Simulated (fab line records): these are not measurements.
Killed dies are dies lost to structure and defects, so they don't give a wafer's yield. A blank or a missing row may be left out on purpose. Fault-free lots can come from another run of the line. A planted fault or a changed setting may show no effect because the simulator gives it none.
Matching of chambers || flow n5-finfet || N5_BEOL_M8_CURE_75 on uv-cure-02: 3 sister chambers
The step cures SiCOH lowk, time 120 s. 3 wafers are shown with their chamber, then 12 later ones without.

## EACH WAFER AND ITS CHAMBER
{"wafer": "L074.6", "chamber": 0, "wafer_temp_C_max": 372.1}
{"wafer": "L088.6", "chamber": 1, "wafer_temp_C_max": 370.8}
{"wafer": "L087.4", "chamber": 2, "wafer_temp_C_max": 371.9}

## WAFERS WITH NO CHAMBER GIVEN
{"wafer": "L091.1", "wafer_temp_C_max": 372.0}
{"wafer": "L091.3", "wafer_temp_C_max": 372.9}
{"wafer": "L091.6", "wafer_temp_C_max": 372.7}
{"wafer": "L089.1", "wafer_temp_C_max": 371.3}
{"wafer": "L089.2", "wafer_temp_C_max": 370.9}
{"wafer": "L089.4", "wafer_temp_C_max": 370.9}
{"wafer": "L094.1", "wafer_temp_C_max": 372.6}
{"wafer": "L094.5", "wafer_temp_C_max": 371.7}
{"wafer": "L094.6", "wafer_temp_C_max": 372.1}
{"wafer": "L097.1", "wafer_temp_C_max": 371.9}
{"wafer": "L097.2", "wafer_temp_C_max": 371.4}
{"wafer": "L097.4", "wafer_temp_C_max": 371.8}

## WHICH CHAMBER EACH ONE RAN IN
{"wafer": "L091.1", "from the rows above": "can't be placed: 0 or 2", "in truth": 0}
{"wafer": "L091.3", "from the rows above": "can't be placed: 0 or 2", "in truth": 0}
{"wafer": "L091.6", "from the rows above": "can't be placed: 0 or 2", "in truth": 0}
{"wafer": "L089.1", "from the rows above": "can't be placed: 1 or 2 or 0", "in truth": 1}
{"wafer": "L089.2", "from the rows above": 1, "in truth": 1}
{"wafer": "L089.4", "from the rows above": 1, "in truth": 1}
{"wafer": "L094.1", "from the rows above": "can't be placed: 0 or 2", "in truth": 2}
{"wafer": "L094.5", "from the rows above": "can't be placed: 2 or 0 or 1", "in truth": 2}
{"wafer": "L094.6", "from the rows above": "can't be placed: 0 or 2", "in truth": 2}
{"wafer": "L097.1", "from the rows above": "can't be placed: 2 or 0", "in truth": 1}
{"wafer": "L097.2", "from the rows above": "can't be placed: 2 or 1 or 0", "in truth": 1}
{"wafer": "L097.4", "from the rows above": "can't be placed: 2 or 0", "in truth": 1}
2 of 12 placed correctly. Unplaceable from these rows: 10, with the true chamber sitting among the candidates in 8. Number placed wrongly: 0.
How it was worked out, from the rows above alone: a wafer's distance from a chamber is the root of the sum, over the readings, of the square of ((its reading less the chamber's mean) divided by the reading's scatter). If the next closest chamber is less than 2 further off than the closest, the wafer can't be placed; otherwise it belongs to the closest. The mean given for a chamber averages the wafers shown for that chamber. The scatter (one wafer shown for each chamber): square how far every hidden wafer sits from the nearest shown wafer, average those squares and take the square root.
